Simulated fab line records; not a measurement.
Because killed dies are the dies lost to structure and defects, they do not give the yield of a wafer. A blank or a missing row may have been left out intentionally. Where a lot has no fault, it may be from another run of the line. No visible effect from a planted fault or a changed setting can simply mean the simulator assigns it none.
Chamber matching    flow n5Finfet    rieDiel-04 running N5_BEOL_M14_ETCH_68: 4 sister chambers
The step etches SOC in N2/H2, time 450 s. 8 wafers are shown with their chamber, then 11 later ones without.

WAFERS WITH THEIR CHAMBER
wafer   chamber  drypumpMotorCurrentA (A)  throttleValvePct (%)
L080.1  2        5.5                       18.16
L080.5  3        5.5                       17.76
L082.3  1        6.2                       17.57
L082.5  2        5.6                       18.17
L088.1  3        5.5                       17.82
L088.2  0        6.2                       17.57
L088.4  1        6.2                       17.58
L094.1  0        6.2                       17.62

WAFERS MISSING THEIR CHAMBER
wafer   drypumpMotorCurrentA (A)  throttleValvePct (%)
L094.2  5.5                       17.83
L094.3  6.2                       17.61
L097.1  5.5                       17.84
L097.2  6.2                       17.62
L097.5  6.2                       17.63
L095.4  5.5                       17.86
L095.5  6.2                       17.61
L095.6  6.2                       17.61
L096.2  5.5                       17.85
L096.3  6.3                       17.63
L096.6  5.5                       17.85

THE CHAMBER EACH PASSED THROUGH
wafer   from the rows above      in truth
L094.2  3                        3
L094.3  can't be placed: 0 or 1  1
L097.1  3                        3
L097.2  can't be placed: 0 or 1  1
L097.5  can't be placed: 0 or 1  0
L095.4  3                        3
L095.5  can't be placed: 0 or 1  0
L095.6  can't be placed: 0 or 1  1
L096.2  3                        3
L096.3  can't be placed: 0 or 1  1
L096.6  3                        3
Correctly placed: 5 of 11. Cannot be placed on the basis of these rows: 6; the candidates contain the true chamber in 6. 0 placed wrongly.
How it was worked out, from the rows above alone: a wafer's distance from a chamber is the root of the sum, over the readings, of the square of ((its reading less the chamber's mean) divided by the reading's scatter). The wafer belongs to the nearest chamber; if the next one is less than 2 further off, it can't be placed. For every chamber, the mean is computed from those of its wafers that are shown. How the scatter is found: for the shown wafers, subtract from each reading the mean of its chamber, square and add these, divide the total by (wafers less chambers), then take the root.
